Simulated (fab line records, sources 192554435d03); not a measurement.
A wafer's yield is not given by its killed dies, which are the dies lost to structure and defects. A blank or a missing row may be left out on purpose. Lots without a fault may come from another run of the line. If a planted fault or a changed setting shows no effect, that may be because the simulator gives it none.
Chamber matching / flow n5_finfet / pecvd-02 running N5_BEOL_M3_DEP_57: 3 sister chambers
The step deposits SiCN from 3MS/NH3, target thk 8 nm, time 14 s. 6 wafers are shown with their chamber, then 8 later ones without.

WAFERS, EACH WITH ITS CHAMBER
wafer=L085.5; chamber=2; throttle_valve_pct (%)=8.3; showerhead_plenum_p_Torr (Torr)=3.677
wafer=L085.6; chamber=0; throttle_valve_pct (%)=9.6; showerhead_plenum_p_Torr (Torr)=3.639
wafer=L087.1; chamber=2; throttle_valve_pct (%)=8.5; showerhead_plenum_p_Torr (Torr)=3.672
wafer=L087.2; chamber=1; throttle_valve_pct (%)=9.5; showerhead_plenum_p_Torr (Torr)=3.663
wafer=L087.3; chamber=0; throttle_valve_pct (%)=9.7; showerhead_plenum_p_Torr (Torr)=3.631
wafer=L091.1; chamber=1; throttle_valve_pct (%)=9.8; showerhead_plenum_p_Torr (Torr)=3.651

WAFERS WITHOUT THEIR CHAMBER
wafer=L091.2; throttle_valve_pct (%)=10.2; showerhead_plenum_p_Torr (Torr)=3.633
wafer=L091.3; throttle_valve_pct (%)=8.2; showerhead_plenum_p_Torr (Torr)=3.681
wafer=L095.2; throttle_valve_pct (%)=8.4; showerhead_plenum_p_Torr (Torr)=3.665
wafer=L095.4; throttle_valve_pct (%)=9.9; showerhead_plenum_p_Torr (Torr)=3.637
wafer=L095.5; throttle_valve_pct (%)=9.9; showerhead_plenum_p_Torr (Torr)=3.665
wafer=L096.1; throttle_valve_pct (%)=8.4; showerhead_plenum_p_Torr (Torr)=3.670
wafer=L096.3; throttle_valve_pct (%)=9.3; showerhead_plenum_p_Torr (Torr)=3.654
wafer=L096.6; throttle_valve_pct (%)=8.4; showerhead_plenum_p_Torr (Torr)=3.673

CHAMBER TAKEN BY EACH
wafer=L091.2; from the rows above=can't be placed: 0 or 1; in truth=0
wafer=L091.3; from the rows above=2; in truth=2
wafer=L095.2; from the rows above=2; in truth=2
wafer=L095.4; from the rows above=can't be placed: 0 or 1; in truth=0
wafer=L095.5; from the rows above=1; in truth=1
wafer=L096.1; from the rows above=2; in truth=2
wafer=L096.3; from the rows above=can't be placed: 1 or 0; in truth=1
wafer=L096.6; from the rows above=2; in truth=2
Correct placement for 5 of the 8. Can't be placed from these rows: 3 (the true chamber is among the candidates in 3). Placed wrongly: 0.
How it was worked out, from the rows above alone: a wafer's distance from a chamber is the root of the sum, over the readings, of the square of ((its reading less the chamber's mean) divided by the reading's scatter). If the next closest chamber is less than 2 further off than the closest, the wafer can't be placed; otherwise it belongs to the closest. Each chamber's mean is taken over the wafers shown for it. The scatter is the square root of a quotient: the sum, over the shown wafers, of each reading's squared deviation from its chamber's mean, divided by wafers minus chambers.
